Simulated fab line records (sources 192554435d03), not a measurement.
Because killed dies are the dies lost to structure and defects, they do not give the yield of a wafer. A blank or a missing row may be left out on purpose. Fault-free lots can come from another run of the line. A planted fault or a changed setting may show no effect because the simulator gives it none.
fab line records || flow n5Finfet
record {"lots": 5, "wafers": 15, "lastDay": 18}
route steps=1938 shown PMOS_HMC_CHANNEL_EPI@62 FIN_SAQP@90 BEOL_M4@1111
lots that met no fault: from a run of the same line without faults
startH: hours from the record's opening day to when the first of the lot's shown wafers began || waitH: hours since the lot's step before || " repeats the value in the row above || L1.1+2: a single row standing in for several wafers || - no value, or no start given || * or withheld: withheld || < > ~ a bound
route shown NAME@n: NAME is a module with steps in the file, n the number in the route of the first one || usual: average and standard deviation across the fault-free wafers || same: alike in all rows || chamber/n: place in a boat || sites: readings site by site || _std_site: standard deviation of those values || _edge_site: the outer-site mean with the inner-site mean subtracted || radiusMm: for every site, how far away it sits from the centre of the wafer || mask NAME#n: copy n || behind: the most recent tool/chamber to have shaped the wafer || hold: reason for holding the lot/hours on hold/outcome of the hold || device: the transistor (n, p or np) that didn't switch || end of line: the same wafers' tests at the end of the route || for a step that has no rows: nothing shown but its recipe || killed: count of dies lost to structure and defects at first sort (not the wafer's yield) || map: shows each die of a wafer: x if killed, . if not, _ if none is there
set.NAME: the setting that was run; set.NAME@STEP: the one run at that earlier step || model.NAME: the simulator's own value behind a step, which no gauge read
a table for each step, a row for each wafer; lots at some steps of the route
services: a tool's chamber out of use, with start hour (startH, from the record's first day; less than 0 if before it), hours out, and reason
## steps
# step N5_PMOS_HMC_CHANNEL_EPI_EXPOSE_06
# recipe {"maskId": "PMOS_HMC_BLK", "na": 1.35, "sourceShape": "conventional", "sigmaOuter": 0.8, "polarization": "unpolarized", "targetCdNm": 240, "doseMj": 41}
# step N5_PMOS_HMC_CHANNEL_EPI_PEB_07
# recipe {"pebTempC": 110, "pebTimeS": 60, "resist": "CAR-ArF-block"}
# step N5_PMOS_HMC_CHANNEL_EPI_DEVELOP_08
# recipe {"developTimeS": 30, "developer": "TMAH", "resist": "CAR-ArF-block", "devTempC": 23, "rinseLiquid": "diw", "dry": "airSpin"}
# step N5_PMOS_HMC_CHANNEL_EPI_DESCUM_14
# recipe {"chemistry": "O2", "timeS": 7.9, "sourcePowerW": 50, "biasPowerW": 20, "pressureMtorr": 20, "rfFrequencyHz": 2.712e+07, "tempC": 40, "resist": "CAR-ArF-block", "o2FlowSccm": 225}
# step N5_PMOS_HMC_CHANNEL_EPI_ETCH_32
# recipe {"chemistry": "N2/H2", "target": "BARC", "stopOn": "SiO2", "targetDepthA": 858, "overEtchFrac": 0.3, "timeS": 50.3, "ionEnergyEv": 200, "maskMaterial": "CAR-ArF-block", "pressureMtorr": 30, "sourceW": 840, "biasW": 150, "n2FlowSccm": 200, "h2FlowSccm": 200}
# step N5_PMOS_HMC_CHANNEL_EPI_HM_OPEN_15
# recipe {"chemistry": "CHF3/O2", "target": "SiO2", "maskMaterial": "CAR-ArF-block", "targetDepthA": 406, "CHF3_flow_sccm": 50, "O2_flow_sccm": 5, "Ar_flow_sccm": 200, "timeS": 20.3, "pressureMtorr": 30, "sourceW": 650, "biasW": 170, "ionEnergyEv": 200}
# step N5_PMOS_HMC_CHANNEL_EPI_STRIP_33
# recipe {"chemistry": "N2/H2", "powerW": 500, "tempC": 40, "pressureMtorr": 50, "rfFrequencyHz": 6e+07, "overashFraction": 0.3, "biasPowerW": 8, "h2Frac": 0.5, "n2FlowSccm": 300, "h2FlowSccm": 300}
# step N5_PMOS_HMC_CHANNEL_EPI_STRIP_17
# recipe {"chemistry": "SPM", "timeS": 750, "tempC": 130, "h2so4H2o2VolRatio": 4, "dry": "ipaMarangoni"}
# step N5_PMOS_HMC_CHANNEL_EPI_ETCH_38
# recipe {"chemistry": "CF4", "target": "SiO2", "targetDepthA": 15, "ionEnergyEv": 350, "pressureMtorr": 10, "icpW": 800, "biasW": 400, "cf4FlowSccm": 80}
# step N5_PMOS_HMC_CHANNEL_EPI_FIN_RECESS_16
# recipe {"chemistry": "HBr/Cl2", "target": "Si", "maskMaterial": "SiO2", "targetDepthA": 540, "timeS": 18, "pressureMtorr": 10, "icpW": 800, "biasW": 75, "HBr_flow_sccm": 150, "Cl2_flow_sccm": 80}
# usual {"drypumpMotorCurrentA": "5.8/0.38", "oesProductAu": "0.998/0.017", "throttleValvePct": "35.48/0.25"}
{"lot.wafer": "L231.2", "tool": "rieSi-05", "chamber": 2, "startH": 23.86, "waitH": 0.0, "drypumpMotorCurrentA": 5.7, "oesProductAu": 0.984, "rfHoursCounterH": 25, "throttleValvePct": 35.19, "model.PMOS_HMC_CHANNEL_EPI.featureDepthNm": 52.91, "model.etch.depthNm": 52.91}
{"lot.wafer": "L231.3", "tool": "rieSi-05", "chamber": 1, "startH": 23.86, "waitH": 0.0, "drypumpMotorCurrentA": 5.4, "oesProductAu": 0.972, "rfHoursCounterH": 2, "throttleValvePct": 35.43, "model.PMOS_HMC_CHANNEL_EPI.featureDepthNm": 52.75, "model.etch.depthNm": 52.75}
{"lot.wafer": "L231.6", "tool": "rieSi-05", "chamber": 1, "startH": 23.86, "waitH": 0.0, "drypumpMotorCurrentA": 5.4, "oesProductAu": 0.957, "rfHoursCounterH": "-", "throttleValvePct": 35.45, "model.PMOS_HMC_CHANNEL_EPI.featureDepthNm": 52.47, "model.etch.depthNm": 52.47}
{"lot.wafer": "L242.1", "tool": "rieSi-05", "chamber": 0, "startH": 90.02, "waitH": 0.0, "drypumpMotorCurrentA": 6.5, "oesProductAu": 0.994, "rfHoursCounterH": 148, "throttleValvePct": 35.58, "model.PMOS_HMC_CHANNEL_EPI.featureDepthNm": 61.68, "model.etch.depthNm": 61.68}
{"lot.wafer": "L242.5", "tool": "rieSi-05", "chamber": 2, "startH": 90.02, "waitH": 0.0, "drypumpMotorCurrentA": 5.7, "oesProductAu": 0.990, "rfHoursCounterH": "-", "throttleValvePct": 35.19, "model.PMOS_HMC_CHANNEL_EPI.featureDepthNm": 61.32, "model.etch.depthNm": 61.32}
{"lot.wafer": "L242.6", "tool": "rieSi-05", "chamber": 3, "startH": 90.02, "waitH": 0.0, "drypumpMotorCurrentA": 6.3, "oesProductAu": 0.997, "rfHoursCounterH": "-", "throttleValvePct": 35.53, "model.PMOS_HMC_CHANNEL_EPI.featureDepthNm": 61.85, "model.etch.depthNm": 61.85}
{"lot.wafer": "L243.1", "tool": "rieSi-05", "chamber": 1, "startH": 96.21, "waitH": 0.0, "drypumpMotorCurrentA": 5.5, "oesProductAu": 0.977, "rfHoursCounterH": 3, "throttleValvePct": 35.43, "model.PMOS_HMC_CHANNEL_EPI.featureDepthNm": 60.2, "model.etch.depthNm": 60.2}
{"lot.wafer": "L243.2", "tool": "rieSi-05", "chamber": 2, "startH": 96.21, "waitH": 0.0, "drypumpMotorCurrentA": 5.7, "oesProductAu": 0.994, "rfHoursCounterH": 26, "throttleValvePct": 35.18, "model.PMOS_HMC_CHANNEL_EPI.featureDepthNm": 61.2, "model.etch.depthNm": 61.2}
{"lot.wafer": "L243.6", "tool": "rieSi-05", "chamber": 0, "startH": 96.21, "waitH": 0.0, "drypumpMotorCurrentA": 6.5, "oesProductAu": 0.987, "rfHoursCounterH": "-", "throttleValvePct": 35.60, "model.PMOS_HMC_CHANNEL_EPI.featureDepthNm": 60.94, "model.etch.depthNm": 60.94}
{"lot.wafer": "L244.1", "tool": "rieSi-05", "chamber": 0, "startH": 102.72, "waitH": 0.0, "drypumpMotorCurrentA": 6.5, "oesProductAu": 0.995, "rfHoursCounterH": 148, "throttleValvePct": 35.58, "model.PMOS_HMC_CHANNEL_EPI.featureDepthNm": 61.95, "model.etch.depthNm": 61.95}
{"lot.wafer": "L244.2", "tool": "rieSi-05", "chamber": 2, "startH": 102.72, "waitH": 0.0, "drypumpMotorCurrentA": 5.7, "oesProductAu": 1.000, "rfHoursCounterH": 26, "throttleValvePct": 35.18, "model.PMOS_HMC_CHANNEL_EPI.featureDepthNm": 62.15, "model.etch.depthNm": 62.15}
{"lot.wafer": "L244.4", "tool": "rieSi-05", "chamber": 1, "startH": 102.72, "waitH": 0.0, "drypumpMotorCurrentA": 5.5, "oesProductAu": 0.982, "rfHoursCounterH": "-", "throttleValvePct": 35.45, "model.PMOS_HMC_CHANNEL_EPI.featureDepthNm": 61.12, "model.etch.depthNm": 61.12}
{"lot.wafer": "L249.1", "tool": "rieSi-03", "chamber": 3, "startH": 131.68, "waitH": 0.0, "drypumpMotorCurrentA": 5.8, "oesProductAu": 1.010, "rfHoursCounterH": 166, "throttleValvePct": 35.18, "model.PMOS_HMC_CHANNEL_EPI.featureDepthNm": 53.53, "model.etch.depthNm": 53.53}
{"lot.wafer": "L249.2", "tool": "rieSi-03", "chamber": 1, "startH": 131.68, "waitH": 0.0, "drypumpMotorCurrentA": 5.2, "oesProductAu": 0.987, "rfHoursCounterH": 7, "throttleValvePct": 35.50, "model.PMOS_HMC_CHANNEL_EPI.featureDepthNm": 54.1, "model.etch.depthNm": 54.1}
{"lot.wafer": "L249.4", "tool": "rieSi-03", "chamber": 0, "startH": 131.68, "waitH": 0.0, "drypumpMotorCurrentA": 6.4, "oesProductAu": 1.009, "rfHoursCounterH": 64, "throttleValvePct": 35.27, "model.PMOS_HMC_CHANNEL_EPI.featureDepthNm": 53.66, "model.etch.depthNm": 53.66}
# step N5_PMOS_HMC_CHANNEL_EPI_PRECLEAN_36
# recipe {"chemistry": "O3/DIW", "timeS": 45, "tempC": 22, "o3Ppm": 10}
# step N5_PMOS_HMC_CHANNEL_EPI_PRECLEAN_18
# recipe {"chemistry": "DHF", "timeS": 30, "tempC": 25, "dilution": "withheld"}
# step N5_PMOS_HMC_CHANNEL_EPI_SRD_19
# recipe {"dry": "ipaMarangoni", "doPpb": 5, "timeS": 30, "tempC": 23, "rinseLiquid": "diw"}
# step N5_PMOS_HMC_CHANNEL_EPI_EPI_20
# recipe {"material": "SiGe30", "maskMaterial": "SiO2", "pressureTorr": 20, "targetThkA": 590, "tempC": 600}
# step N5_PMOS_HMC_CHANNEL_EPI_HM_STRIP_35
# recipe {"chemistry": "dHF", "tempC": 25, "material": "SiO2", "target": "SiO2", "targetDepthA": 396, "timeS": 216}
# step N5_PMOS_HMC_CHANNEL_EPI_SRD_39
# recipe {"dry": "ipaMarangoni", "timeS": 30, "tempC": 23, "rinseLiquid": "diw"}
# step N5_PMOS_HMC_CHANNEL_EPI_CMP_21
# recipe {"material": "SiGe30", "postCmpClean": "alkalineBrush", "targetThkNm": 54}
# step N5_PMOS_HMC_CHANNEL_EPI_THK_MEAS_22
# recipe {"reads": "SiGe30_of_PMOS_HMC_CHANNEL_EPI_EPI_20"}
# usual {"HMC_CMP_THK": "53.7/0.8"}
{"lot.wafer": "L231.2", "tool": "filmMetro-01", "chamber": "-", "startH": 26.07, "waitH": "-", "HMC_CMP_THK[nm]": 52.9}
{"lot.wafer": "L231.3", "tool": "filmMetro-01", "chamber": "-", "startH": 26.07, "waitH": "-", "HMC_CMP_THK[nm]": 52.8}
{"lot.wafer": "L231.6", "tool": "filmMetro-01", "chamber": "-", "startH": 26.07, "waitH": "-", "HMC_CMP_THK[nm]": 52.5}
{"lot.wafer": "L242.1", "tool": "filmMetro-02", "chamber": "-", "startH": 92.22, "waitH": "-", "HMC_CMP_THK[nm]": 59.9}
{"lot.wafer": "L242.5", "tool": "filmMetro-02", "chamber": "-", "startH": 92.22, "waitH": "-", "HMC_CMP_THK[nm]": 59.9}
{"lot.wafer": "L242.6", "tool": "filmMetro-02", "chamber": "-", "startH": 92.22, "waitH": "-", "HMC_CMP_THK[nm]": 59.7}
{"lot.wafer": "L243.1", "tool": "filmMetro-02", "chamber": "-", "startH": 98.02, "waitH": "-", "HMC_CMP_THK[nm]": 58.5}
{"lot.wafer": "L243.2", "tool": "filmMetro-02", "chamber": "-", "startH": 98.02, "waitH": "-", "HMC_CMP_THK[nm]": 58.6}
{"lot.wafer": "L243.6", "tool": "filmMetro-02", "chamber": "-", "startH": 98.02, "waitH": "-", "HMC_CMP_THK[nm]": 58.7}
{"lot.wafer": "L244.1", "tool": "filmMetro-01", "chamber": "-", "startH": 104.99, "waitH": "-", "HMC_CMP_THK[nm]": 58.6}
{"lot.wafer": "L244.2", "tool": "filmMetro-01", "chamber": "-", "startH": 104.99, "waitH": "-", "HMC_CMP_THK[nm]": 58.6}
{"lot.wafer": "L244.4", "tool": "filmMetro-01", "chamber": "-", "startH": 104.99, "waitH": "-", "HMC_CMP_THK[nm]": 58.6}
{"lot.wafer": "L249.1", "tool": "filmMetro-02", "chamber": "-", "startH": 133.89, "waitH": "-", "HMC_CMP_THK[nm]": 53.6}
{"lot.wafer": "L249.2", "tool": "filmMetro-02", "chamber": "-", "startH": 133.89, "waitH": "-", "HMC_CMP_THK[nm]": 54.1}
{"lot.wafer": "L249.4", "tool": "filmMetro-02", "chamber": "-", "startH": 133.89, "waitH": "-", "HMC_CMP_THK[nm]": 53.7}
# step N5_PMOS_HMC_CHANNEL_EPI_PRECLEAN_40
# recipe {"chemistry": "DHF", "timeS": 30, "tempC": 25, "dilution": "withheld"}
# step N5_PMOS_HMC_CHANNEL_EPI_PRECLEAN_37
# recipe {"chemistry": "O3/DIW", "timeS": 45, "tempC": 22, "o3Ppm": 10}
# step N5_PMOS_HMC_CHANNEL_EPI_PRECLEAN_24
# recipe {"chemistry": "DHF", "timeS": 30, "tempC": 25, "dilution": "withheld"}
# step N5_PMOS_HMC_CHANNEL_EPI_SRD_25
# recipe {"dry": "ipaMarangoni", "doPpb": 5, "timeS": 30, "tempC": 23, "rinseLiquid": "diw"}
# step N5_PMOS_HMC_CHANNEL_EPI_EPI_26
# recipe {"material": "Si", "targetThkA": 38, "tempC": 650, "precursor": "SiH4/H2", "pressureTorr": 20, "timeS": 22.7}
# step N5_FIN_SAQP_PRECLEAN_42
# recipe {"chemistry": "O3/DIW", "timeS": 60, "tempC": 22, "o3Ppm": 10}
# step N5_FIN_SAQP_PRECLEAN_00
# recipe {"chemistry": "SC1", "timeS": 60, "tempC": 55, "mix": "1:2:50"}
# step N5_FIN_SAQP_PRECLEAN_44
# recipe {"chemistry": "SC2", "timeS": 45, "tempC": 35, "mix": "1:1:50"}
# step N5_FIN_SAQP_SRD_01
# recipe {"dry": "ipaMarangoni", "timeS": 30, "tempC": 23, "rinseLiquid": "diw"}
# step N5_FIN_SAQP_ALD_61
# recipe {"material": "SiO2", "targetThkA": 40, "tempC": 300, "aldPrecursorFamily": "BDEAS", "aldCoReactant": "O2-plasma", "pulseTimeS": 1, "purgeTimeS": 2, "coReactantPurgeTimeS": 2, "aldCycles": 43, "pressureTorr": 2}
# step N5_FIN_SAQP_DENSIFY_62
# recipe {"tempC": 700, "timeS": 60, "ambient": "N2", "idleTempC": 600, "rampUpCPerS": 150, "rampDownCPerS": 60, "coolToC": 600}
# step N5_FIN_SAQP_HM_DEP_03
# recipe {"material": "SiNx", "targetThkA": 380, "tempC": 400, "precursor": "SiH4/NH3/N2", "pressureTorr": 1.5, "rfW": 300, "timeS": 33.6}
# step N5_FIN_SAQP_PECVD_47
# recipe {"material": "a-Si", "targetThkA": 450, "tempC": 400, "precursor": "SiH4/He", "pressureTorr": 3, "rfW": 100, "timeS": 36.3}
# step N5_FIN_SAQP_PECVD_48
# recipe {"material": "SiNx", "targetThkA": 250, "tempC": 400, "precursor": "SiH4/NH3/N2", "pressureTorr": 1.5, "rfW": 300, "timeS": 22.1}
# step N5_FIN_SAQP_PECVD_06
# recipe {"material": "a-Si", "targetThkA": 600, "tempC": 400, "precursor": "SiH4/He", "pressureTorr": 3, "rfW": 100, "timeS": 48.1}
# step N5_FIN_SAQP_HM_DEP_72
# recipe {"material": "SiO2", "targetThkA": 120, "tempC": 400, "precursor": "SiH4/N2O", "pressureTorr": 0.75, "rfW": 275, "timeS": 7.2}
# step N5_FIN_SAQP_COAT_49
# recipe {"resist": "SOC", "tempC": 250, "timeS": 60, "spinRpm": 1500, "resistThkNm": 100}
# step N5_BEOL_M4_RC_MEAS_101
# usual {"CJ_P": "5.83/0.18", "DIBL_N": "36.3/1.6", "DIBL_P": "36.4/2.1", "IOFF_N": "0.16/0.032", "IOFF_P": "0.22/0.044", "IOFF_P_85C": "3.7/0.62", "ION_N": "675/12", "ION_P": "463/8.3", "SS_N": "71.6/0.64", "SS_P": "73.3/0.67", "VT_N": "250/3.3", "VT_P": "-250/3.7"}
{"lot.wafer": "L231.2", "tool": "prober-01", "chamber": 0, "startH": 227.55, "waitH": 0.2, "CJ_P": 6.08, "DIBL_N[mV/V]": 36.0, "DIBL_P[mV/V]": 36.3, "IOFF_N[nA/um]": 0.17, "IOFF_P[nA/um]": 0.22, "IOFF_P_85C[nA/um]": 3.7, "ION_N[uA/um]": 677, "ION_P[uA/um]": 463, "SS_N[mV/dec]": 72.1, "SS_P[mV/dec]": 73.3, "VT_N[mV]": 249, "VT_P[mV]": -250}
{"lot.wafer": "L231.3", "tool": "prober-01", "chamber": 0, "startH": 227.55, "waitH": 0.2, "CJ_P": 6.21, "DIBL_N[mV/V]": 34.7, "DIBL_P[mV/V]": 34.8, "IOFF_N[nA/um]": 0.14, "IOFF_P[nA/um]": 0.20, "IOFF_P_85C[nA/um]": 3.5, "ION_N[uA/um]": 658, "ION_P[uA/um]": 457, "SS_N[mV/dec]": 70.6, "SS_P[mV/dec]": 73.0, "VT_N[mV]": 251, "VT_P[mV]": -252}
{"lot.wafer": "L231.6", "tool": "prober-01", "chamber": 0, "startH": 227.55, "waitH": 0.2, "CJ_P": 6.19, "DIBL_N[mV/V]": 37.1, "DIBL_P[mV/V]": 37.8, "IOFF_N[nA/um]": 0.19, "IOFF_P[nA/um]": 0.25, "IOFF_P_85C[nA/um]": 4.2, "ION_N[uA/um]": 683, "ION_P[uA/um]": 473, "SS_N[mV/dec]": 72.3, "SS_P[mV/dec]": 73.5, "VT_N[mV]": 248, "VT_P[mV]": -247}
{"lot.wafer": "L242.1", "tool": "prober-01", "chamber": 0, "startH": 279.39, "waitH": 0.0, "CJ_P": 3.99, "DIBL_N[mV/V]": 36.9, "DIBL_P[mV/V]": 39.7, "IOFF_N[nA/um]": 0.15, "IOFF_P[nA/um]": 0.32, "IOFF_P_85C[nA/um]": 5.2, "ION_N[uA/um]": 674, "ION_P[uA/um]": 445, "SS_N[mV/dec]": 71.7, "SS_P[mV/dec]": 75.8, "VT_N[mV]": 250, "VT_P[mV]": -251}
{"lot.wafer": "L242.5", "tool": "prober-01", "chamber": 0, "startH": 279.39, "waitH": 0.0, "CJ_P": 3.98, "DIBL_N[mV/V]": 35.9, "DIBL_P[mV/V]": 38.0, "IOFF_N[nA/um]": 0.14, "IOFF_P[nA/um]": 0.26, "IOFF_P_85C[nA/um]": 4.3, "ION_N[uA/um]": 673, "ION_P[uA/um]": 452, "SS_N[mV/dec]": 71.3, "SS_P[mV/dec]": 74.0, "VT_N[mV]": 253, "VT_P[mV]": -253}
{"lot.wafer": "L242.6", "tool": "prober-01", "chamber": 0, "startH": 279.39, "waitH": 0.0, "CJ_P": 3.86, "DIBL_N[mV/V]": 35.5, "DIBL_P[mV/V]": 37.4, "IOFF_N[nA/um]": 0.13, "IOFF_P[nA/um]": 0.24, "IOFF_P_85C[nA/um]": 4.1, "ION_N[uA/um]": 665, "ION_P[uA/um]": 444, "SS_N[mV/dec]": 71.0, "SS_P[mV/dec]": 74.1, "VT_N[mV]": 254, "VT_P[mV]": -254}
{"lot.wafer": "L243.1", "tool": "prober-01", "chamber": 0, "startH": 291.12, "waitH": 0.0, "CJ_P": 4.44, "DIBL_N[mV/V]": 37.7, "DIBL_P[mV/V]": 40.6, "IOFF_N[nA/um]": 0.21, "IOFF_P[nA/um]": 0.32, "IOFF_P_85C[nA/um]": 5.1, "ION_N[uA/um]": 681, "ION_P[uA/um]": 453, "SS_N[mV/dec]": 72.8, "SS_P[mV/dec]": 75.5, "VT_N[mV]": 245, "VT_P[mV]": -246}
{"lot.wafer": "L243.2", "tool": "prober-01", "chamber": 0, "startH": 291.12, "waitH": 0.0, "CJ_P": 4.59, "DIBL_N[mV/V]": 39.5, "DIBL_P[mV/V]": 45.8, "IOFF_N[nA/um]": 0.26, "IOFF_P[nA/um]": 0.55, "IOFF_P_85C[nA/um]": 8.0, "ION_N[uA/um]": 704, "ION_P[uA/um]": 463, "SS_N[mV/dec]": 73.4, "SS_P[mV/dec]": 77.8, "VT_N[mV]": 245, "VT_P[mV]": -243}
{"lot.wafer": "L243.6", "tool": "prober-01", "chamber": 0, "startH": 291.12, "waitH": 0.0, "CJ_P": 4.44, "DIBL_N[mV/V]": 36.5, "DIBL_P[mV/V]": 40.6, "IOFF_N[nA/um]": 0.19, "IOFF_P[nA/um]": 0.31, "IOFF_P_85C[nA/um]": 5.0, "ION_N[uA/um]": 693, "ION_P[uA/um]": 461, "SS_N[mV/dec]": 72.3, "SS_P[mV/dec]": 74.4, "VT_N[mV]": 247, "VT_P[mV]": -247}
{"lot.wafer": "L244.1", "tool": "prober-02", "chamber": 0, "startH": 300.26, "waitH": 0.0, "CJ_P": 4.17, "DIBL_N[mV/V]": 35.5, "DIBL_P[mV/V]": 39.3, "IOFF_N[nA/um]": 0.14, "IOFF_P[nA/um]": 0.35, "IOFF_P_85C[nA/um]": 5.7, "ION_N[uA/um]": 671, "ION_P[uA/um]": 438, "SS_N[mV/dec]": 71.4, "SS_P[mV/dec]": 76.3, "VT_N[mV]": 250, "VT_P[mV]": -246}
{"lot.wafer": "L244.2", "tool": "prober-02", "chamber": 0, "startH": 300.26, "waitH": 0.0, "CJ_P": 4.07, "DIBL_N[mV/V]": 38.9, "DIBL_P[mV/V]": 46.5, "IOFF_N[nA/um]": 0.20, "IOFF_P[nA/um]": 0.73, "IOFF_P_85C[nA/um]": 10.4, "ION_N[uA/um]": 672, "ION_P[uA/um]": 436, "SS_N[mV/dec]": 72.8, "SS_P[mV/dec]": 81.1, "VT_N[mV]": 248, "VT_P[mV]": -246}
{"lot.wafer": "L244.4", "tool": "prober-02", "chamber": 0, "startH": 300.26, "waitH": 0.0, "CJ_P": 4.34, "DIBL_N[mV/V]": 37.8, "DIBL_P[mV/V]": 40.1, "IOFF_N[nA/um]": 0.18, "IOFF_P[nA/um]": 0.31, "IOFF_P_85C[nA/um]": 5.1, "ION_N[uA/um]": 685, "ION_P[uA/um]": 452, "SS_N[mV/dec]": 72.6, "SS_P[mV/dec]": 74.9, "VT_N[mV]": 249, "VT_P[mV]": -247}
{"lot.wafer": "L249.1", "tool": "prober-02", "chamber": 0, "startH": 317.05, "waitH": 0.0, "CJ_P": 5.79, "DIBL_N[mV/V]": 37.7, "DIBL_P[mV/V]": 37.0, "IOFF_N[nA/um]": 0.15, "IOFF_P[nA/um]": 0.18, "IOFF_P_85C[nA/um]": 3.1, "ION_N[uA/um]": 685, "ION_P[uA/um]": 463, "SS_N[mV/dec]": 71.4, "SS_P[mV/dec]": 73.3, "VT_N[mV]": 250, "VT_P[mV]": -256}
{"lot.wafer": "L249.2", "tool": "prober-02", "chamber": 0, "startH": 317.05, "waitH": 0.0, "CJ_P": 5.83, "DIBL_N[mV/V]": 36.0, "DIBL_P[mV/V]": 35.4, "IOFF_N[nA/um]": 0.13, "IOFF_P[nA/um]": 0.17, "IOFF_P_85C[nA/um]": 2.9, "ION_N[uA/um]": 678, "ION_P[uA/um]": 459, "SS_N[mV/dec]": 71.3, "SS_P[mV/dec]": 72.8, "VT_N[mV]": 251, "VT_P[mV]": -254}
{"lot.wafer": "L249.4", "tool": "prober-02", "chamber": 0, "startH": 317.05, "waitH": 0.0, "CJ_P": 5.77, "DIBL_N[mV/V]": 34.7, "DIBL_P[mV/V]": 33.3, "IOFF_N[nA/um]": 0.10, "IOFF_P[nA/um]": 0.13, "IOFF_P_85C[nA/um]": 2.4, "ION_N[uA/um]": 648, "ION_P[uA/um]": 443, "SS_N[mV/dec]": 71.1, "SS_P[mV/dec]": 72.2, "VT_N[mV]": 258, "VT_P[mV]": -259}
## services
{"tool": "rieSi-03", "chamber": 1, "startH": 21.37, "hours": 13.2, "kind": "repair"}
{"tool": "rieSi-03", "chamber": 0, "startH": 24.97, "hours": 2.0, "kind": "repair"}
{"tool": "rieSi-03", "chamber": "-", "startH": 44.32, "hours": 0.6, "kind": "repair"}
{"tool": "rieSi-05", "chamber": 3, "startH": 98.96, "hours": 9.6, "kind": "repair"}
## key
firstSign {"step": "N5_PMOS_HMC_CHANNEL_EPI_THK_MEAS_22", "reading": "HMC_CMP_THK", "direction": "up", "sigmas": 6.5, "usual": 53.7, "struck": 59.0}
effect {"step": "N5_BEOL_M4_RC_MEAS_101", "reading": "CJ_P", "direction": "down", "sigmas": 9.2, "usual": 5.83, "struck": 4.21}
effect {"step": "N5_BEOL_M4_RC_MEAS_101", "reading": "SS_P", "direction": "up", "sigmas": 4, "usual": 73.3, "struck": 76.0, "wafersMoved": 5}
effect {"step": "N5_BEOL_M4_RC_MEAS_101", "reading": "IOFF_P", "direction": "up", "sigmas": 3.6, "usual": 0.22, "struck": 0.38, "wafersMoved": 4}
effect {"step": "N5_BEOL_M4_RC_MEAS_101", "reading": "IOFF_P_85C", "direction": "up", "sigmas": 3.5, "usual": 3.7, "struck": 5.9, "wafersMoved": 4}
effect {"step": "N5_BEOL_M4_RC_MEAS_101", "reading": "DIBL_P", "direction": "up", "sigmas": 2.1, "usual": 36.4, "struck": 40.9, "wafersMoved": 2}
effect {"step": "N5_BEOL_M4_RC_MEAS_101", "reading": "ION_P", "direction": "down", "sigmas": 1.6, "usual": 463, "struck": 449, "wafersMoved": 3}
modelEffect {"step": "N5_PMOS_HMC_CHANNEL_EPI_FIN_RECESS_16", "value": "PMOS_HMC_CHANNEL_EPI.featureDepthNm", "without": 53.29, "struck": 61.38}
metAt N5_PMOS_HMC_CHANNEL_EPI_FIN_RECESS_16
struckWafers L242.1,L242.5,L242.6,L243.1,L243.2,L243.6,L244.1,L244.2,L244.4
rowsEnd L242.1,L242.5,L242.6,L243.1,L243.2,L243.6,L244.1,L244.2,L244.4
onsetBetween 23.86 90.02
fault {"kind": "processParameterDrift", "tool": "rieSi-05", "chamber": "-", "onsetH": 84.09, "steps": "N5_PMOS_HMC_CHANNEL_EPI_FIN_RECESS_16", "channel": "timeS", "offset": "*", "shape": "step", "actsIn": "*", "stated": "*"}
# rowsEnd: these wafers met a further fault down the route, and their rows from its step on are left out
